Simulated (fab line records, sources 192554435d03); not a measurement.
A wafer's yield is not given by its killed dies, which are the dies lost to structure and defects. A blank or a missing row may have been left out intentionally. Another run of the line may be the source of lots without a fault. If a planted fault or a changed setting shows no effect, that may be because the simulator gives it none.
Chamber matching || flow n5 finfet || 4 sister chambers for N5_MOL_CONTACT_COAG_VIA_ETCH_117 on rie diel-01
The step etches SiO2 in C4F6/O2, target depth 40 nm, overetch 8 nm, time 26 s. 4 wafers are shown with their chamber, then 8 later ones without.

WAFERS PAIRED WITH THEIR CHAMBERS
{"wafer": "L080.5", "chamber": 2, "drypump motor current A (A)": 5.0}
{"wafer": "L083.4", "chamber": 1, "drypump motor current A (A)": 5.6}
{"wafer": "L083.5", "chamber": 0, "drypump motor current A (A)": 6.5}
{"wafer": "L086.2", "chamber": 3, "drypump motor current A (A)": 5.2}

WAFERS WHOSE CHAMBER IS MISSING
{"wafer": "L086.3", "drypump motor current A (A)": 5.6}
{"wafer": "L086.4", "drypump motor current A (A)": 5.0}
{"wafer": "L092.1", "drypump motor current A (A)": 5.2}
{"wafer": "L092.2", "drypump motor current A (A)": 5.6}
{"wafer": "L092.6", "drypump motor current A (A)": 5.6}
{"wafer": "L093.3", "drypump motor current A (A)": 6.5}
{"wafer": "L093.4", "drypump motor current A (A)": 5.7}
{"wafer": "L093.5", "drypump motor current A (A)": 5.1}

WHICH CHAMBER EACH ONE RAN IN
{"wafer": "L086.3", "from the rows above": 1, "in truth": 1}
{"wafer": "L086.4", "from the rows above": 2, "in truth": 2}
{"wafer": "L092.1", "from the rows above": 3, "in truth": 3}
{"wafer": "L092.2", "from the rows above": 1, "in truth": 1}
{"wafer": "L092.6", "from the rows above": 1, "in truth": 1}
{"wafer": "L093.3", "from the rows above": 0, "in truth": 0}
{"wafer": "L093.4", "from the rows above": 1, "in truth": 1}
{"wafer": "L093.5", "from the rows above": "can't be placed: 2 or 3", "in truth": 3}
Correct placement for 7 of the 8. Not placeable from these rows: 1 (in 1, the candidates include the true chamber). Number placed wrongly: 0.
How it was worked out, from the rows above alone: a wafer's distance from a chamber is the root of the sum, over the readings, of the square of ((its reading less the chamber's mean) divided by the reading's scatter). The wafer belongs to the nearest chamber; if the next one is less than 2 further off, it can't be placed. Each chamber's mean is taken over the wafers shown for it. The scatter: with one shown wafer a chamber, the root of the mean of the squares of how far each hidden wafer lies from its nearest shown one.
